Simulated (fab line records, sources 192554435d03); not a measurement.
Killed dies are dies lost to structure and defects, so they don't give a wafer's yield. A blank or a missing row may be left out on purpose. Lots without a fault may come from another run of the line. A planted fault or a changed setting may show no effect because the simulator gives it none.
Which tool did it? | flow n5_finfet | 12 lots, 33 wafers sampled, at 5 steps of a route of 1938

WHAT THE GAUGES READ, wafer by wafer
N5_HKMG_FIN_CD_MEAS_12: target cd 92.8 nm.
lot  | measured    | on        | cd_nm (nm)
L537 | day 4 08:04 | cd_sem-03 | 91.9 92.5 92.7
L538 | day 4 14:40 | cd_sem-03 | 92.9 91.9 92.6
L540 | day 5 01:46 | cd_sem-02 | 92.9 94.7 93.3
L542 | day 5 14:29 | cd_sem-01 | 104.1 104.6 103.8
L543 | day 6 02:16 | cd_sem-03 | 101.3 101.7 102.3
L551 | day 7 20:50 | cd_sem-02 | 93.1 93.7 93.6
L552 | day 8 02:47 | cd_sem-02 | 92.4 93.3
L553 | day 8 06:59 | cd_sem-02 | 93.3 93.6 93.3
L555 | day 8 23:45 | cd_sem-01 | 92.7 91.8
L557 | day 9 14:50 | cd_sem-03 | 93.4 92.9 93.1
L559 | day 9 23:14 | cd_sem-01 | 94.6 93.3 93.4
L558 | day 9 23:59 | cd_sem-03 | 92.1 91.6

WHICH TOOL RAN EACH LOT (tool, then ch and the chambers of the sampled wafers, then the start)
lot  | N5_HKMG_FIN_ETCH_54               | N5_HKMG_FIN_ALD_79                 | N5_HKMG_FIN_PWFM_ALD_03            | N5_HKMG_FIN_EXPOSE_09
L537 | rie_diel-01 ch 1,2,3, day 4 04:48 | ald_metal-01 ch 0,1,3, day 4 06:08 | ald_metal-03 ch 1,2, day 4 07:13   | arfi_scanner-02 ch 0, day 4 07:56
L538 | rie_diel-05 ch 1,2,3, day 4 11:28 | ald_metal-04 ch 1,2,3, day 4 12:48 | ald_metal-01 ch 0,1,3, day 4 13:58 | arfi_scanner-02 ch 0, day 4 14:33
L540 | rie_diel-05 ch 0,1,3, day 4 22:30 | ald_metal-01 ch 1,3, day 4 23:50   | ald_metal-01 ch 1,2,3, day 5 00:56 | arfi_scanner-01 ch 0, day 5 01:38
L542 | rie_diel-06 ch 0,1, day 5 11:20   | ald_metal-03 ch 0,1, day 5 12:40   | ald_metal-04 ch 1,3, day 5 13:46   | arfi_scanner-02 ch 0, day 5 14:22
L543 | rie_diel-01 ch 2,3, day 5 23:02   | ald_metal-01 ch 1,2,3, day 6 00:24 | ald_metal-04 ch 0,3, day 6 01:33   | arfi_scanner-02 ch 0, day 6 02:08
L551 | rie_diel-06 ch 1,2,3, day 7 17:43 | ald_metal-03 ch 1,2,3, day 7 19:02 | ald_metal-03 ch 0,1,2, day 7 20:07 | arfi_scanner-01 ch 0, day 7 20:43
L552 | rie_diel-06 ch 1,2, day 7 23:37   | ald_metal-03 ch 0,2, day 8 00:56   | ald_metal-04 ch 1,3, day 8 02:04   | arfi_scanner-01 ch 0, day 8 02:40
L553 | rie_diel-01 ch 0,1,2, day 8 03:43 | ald_metal-04 ch 0,2,3, day 8 05:03 | ald_metal-01 ch 2,3, day 8 06:16   | arfi_scanner-01 ch 0, day 8 06:52
L555 | rie_diel-01 ch 1,3, day 8 20:12   | ald_metal-03 ch 0,2, day 8 21:36   | ald_metal-01 ch 2,3, day 8 22:53   | arfi_scanner-01 ch 0, day 8 23:38
L557 | rie_diel-06 ch 0,1,2, day 9 11:43 | ald_metal-04 ch 0,1,3, day 9 13:03 | ald_metal-04 ch 0,2, day 9 14:08   | arfi_scanner-01 ch 0, day 9 14:43
L559 | rie_diel-06 ch 2,3, day 9 20:05   | ald_metal-03 ch 2,3, day 9 21:26   | ald_metal-03 ch 0,1, day 9 22:32   | arfi_scanner-01 ch 0, day 9 23:07
L558 | rie_diel-01 ch 1,2, day 9 20:48   | ald_metal-01 ch 2,3, day 9 22:08   | ald_metal-01 ch 2, day 9 23:16     | arfi_scanner-01 ch 0, day 9 23:53
- N5_HKMG_FIN_ETCH_54: etches SiARC in CF4, target depth 45.5 nm, time 75.8 s.
- N5_HKMG_FIN_ALD_79: deposits TiN, target thk 1.5 nm, pulse time 1 s, purge time 3 s.
- N5_HKMG_FIN_PWFM_ALD_03: deposits TiN, target thk 2 nm, pulse time 1 s, purge time 3 s.
- N5_HKMG_FIN_EXPOSE_09: exposes mask NWFM.

WHAT THE TOOLS THEMSELVES READ (means of the sampled wafers that have a number; where no wafer has one, the mark that the record gives instead)
N5_HKMG_FIN_ETCH_54.
lot  | tool        | drypump_motor_current_A (A) | etch_rf_on_time_s (s) | oes_product_au (a.u.) | rf_vpp_V (V) | showerhead_plenum_p_Torr (Torr) | throttle_valve_pct (%)
L537 | rie_diel-01 | 5.5                         | 74.6                  | 0.65                  | 184.4        | 2.19                            | 15.65
L538 | rie_diel-05 | 6.0                         | 74.8                  | 0.76                  | 184.3        | 2.13                            | 15.61
L540 | rie_diel-05 | 6.0                         | 74.7                  | 0.72                  | 185.6        | 2.15                            | 15.47
L542 | rie_diel-06 | 5.6                         | 76.6                  | 0.63                  | 183.3        | 2.12                            | 15.73
L543 | rie_diel-01 | 5.4                         | 75.1                  | 0.69                  | 184.7        | 2.20                            | 15.61
L551 | rie_diel-06 | 5.5                         | 75.9                  | 0.65                  | 184.4        | 2.17                            | 15.65
L552 | rie_diel-06 | 5.8                         | 77.0                  | 0.67                  | 184.8        | 2.15                            | 15.53
L553 | rie_diel-01 | 5.5                         | 72.9                  | 0.76                  | 184.3        | 2.17                            | 15.43
L555 | rie_diel-01 | 5.8                         | 75.6                  | 0.65                  | 183.7        | 2.19                            | 15.76
L557 | rie_diel-06 | 5.5                         | 76.8                  | 0.64                  | 184.4        | 2.14                            | 15.64
L559 | rie_diel-06 | 5.2                         | 74.8                  | 0.75                  | 186.1        | 2.23                            | 15.41
L558 | rie_diel-01 | 5.5                         | 73.3                  | 0.74                  | 185.0        | 2.17                            | 15.46

N5_HKMG_FIN_ALD_79.
lot  | tool         | chamber_pressure_Torr (Torr) | heater_power_w (W) | precursor_pulse_height_rel | susceptor_temp_C (C)
L537 | ald_metal-01 | 2.996                        | 836                | 1.021                      | 399.87
L538 | ald_metal-04 | 2.997                        | 920                | 1.000                      | 399.96
L540 | ald_metal-01 | 3.002                        | 874                | 1.015                      | 399.82
L542 | ald_metal-03 | 3.012                        | 895                | 0.997                      | 399.69
L543 | ald_metal-01 | 2.995                        | 850                | 1.004                      | 400.06
L551 | ald_metal-03 | 3.005                        | 947                | 1.006                      | 399.93
L552 | ald_metal-03 | 3.010                        | 808                | 1.007                      | 400.13
L553 | ald_metal-04 | 3.005                        | 906                | 0.999                      | 399.91
L555 | ald_metal-03 | 3.005                        | 825                | 0.998                      | 400.01
L557 | ald_metal-04 | 2.993                        | 905                | 1.002                      | 400.07
L559 | ald_metal-03 | 3.005                        | 972                | 1.001                      | 400.10
L558 | ald_metal-01 | 3.003                        | 826                | 1.007                      | 400.25

N5_HKMG_FIN_PWFM_ALD_03.
lot  | tool         | chamber_pressure_Torr (Torr) | heater_power_w (W) | precursor_pulse_height_rel | susceptor_temp_C (C)
L537 | ald_metal-03 | 2.997                        | 855                | 0.998                      | 399.93
L538 | ald_metal-01 | 2.997                        | 841                | 1.013                      | 400.09
L540 | ald_metal-01 | 3.003                        | 849                | 1.014                      | 399.99
L542 | ald_metal-04 | 2.997                        | 886                | 1.006                      | 400.02
L543 | ald_metal-04 | 2.998                        | 903                | 1.013                      | 399.76
L551 | ald_metal-03 | 3.003                        | 849                | 1.000                      | 400.09
L552 | ald_metal-04 | 3.000                        | 904                | 1.023                      | 399.98
L553 | ald_metal-01 | 2.996                        | 838                | 0.985                      | 399.89
L555 | ald_metal-01 | 2.996                        | 802                | 0.989                      | 400.07
L557 | ald_metal-04 | 2.997                        | 949                | 1.014                      | 400.07
L559 | ald_metal-03 | 3.005                        | 876                | 0.997                      | 399.94
L558 | ald_metal-01 | 3.006                        | 794                | 0.994                      | 400.18

N5_HKMG_FIN_EXPOSE_09.
lot  | tool            | exposure_dose_mJ_cm2
L537 | arfi_scanner-02 | 39.23
L538 | arfi_scanner-02 | 39.22
L540 | arfi_scanner-01 | 39.87
L542 | arfi_scanner-02 | 47.14
L543 | arfi_scanner-02 | 45.54
L551 | arfi_scanner-01 | 39.86
L552 | arfi_scanner-01 | 39.80
L553 | arfi_scanner-01 | 39.83
L555 | arfi_scanner-01 | 39.84
L557 | arfi_scanner-01 | 39.83
L559 | arfi_scanner-01 | 39.87
L558 | arfi_scanner-01 | 39.80

THE ANSWER, worked out from the rows above alone
Rule: what is usual is taken from the lots themselves. Put in order of their means at a reading, lots are off if they are a third of the lots or fewer, leave a main group of 4 or more, and stand apart from it by a gap of 3 or more times the standard deviation of the main group's means; of several such gaps the widest counts. A main group whose means are all the same, to the digits that the tables above print for the reading, isn't used. A lot without any number at a reading at which 4 lots or more have one is off too. The other lots that the step has rows for count as sound. The gauges are gone through in route order, then the tools' own readings, and for those a lot's mean is taken as printed above. The first step at which some lot is off is used, and at that step the reading that is off furthest; a lot without a number counts as furthest.
Off: L542, L543, at N5_HKMG_FIN_CD_MEAS_12 (cd_nm). The main group: mean 92.9 nm, standard deviation 0.63.
A tool fits if, at a process step before that reading, it ran every lot that is off, and no sound lot after the first of them. The gauges at N5_HKMG_FIN_CD_MEAS_12 aren't tried: what is off there is off at N5_HKMG_FIN_EXPOSE_09 too, on other tools, and a gauge's error can't cause that. One fits: arfi_scanner-02 at N5_HKMG_FIN_EXPOSE_09. Its last sound lot is L538 (day 4 14:33), its first lot that is off L542 (day 5 14:22): a fault that began between those two fits.
The tool's own readings at N5_HKMG_FIN_EXPOSE_09 bear it out: on the lots that are off they differ by more than 5 times the standard deviation of the sound lots' means. exposure_dose_mJ_cm2 reads 46.34 there against 39.71 on the sound lots.

WHAT THE SIMULATOR HAD PUT IN
Process parameter drift: arfi_scanner-02, from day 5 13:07 on, at N5_HKMG_FIN_EXPOSE_09. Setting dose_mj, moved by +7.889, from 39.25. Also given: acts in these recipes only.
Lots struck among those shown: L542, L543. The rule above found the same.
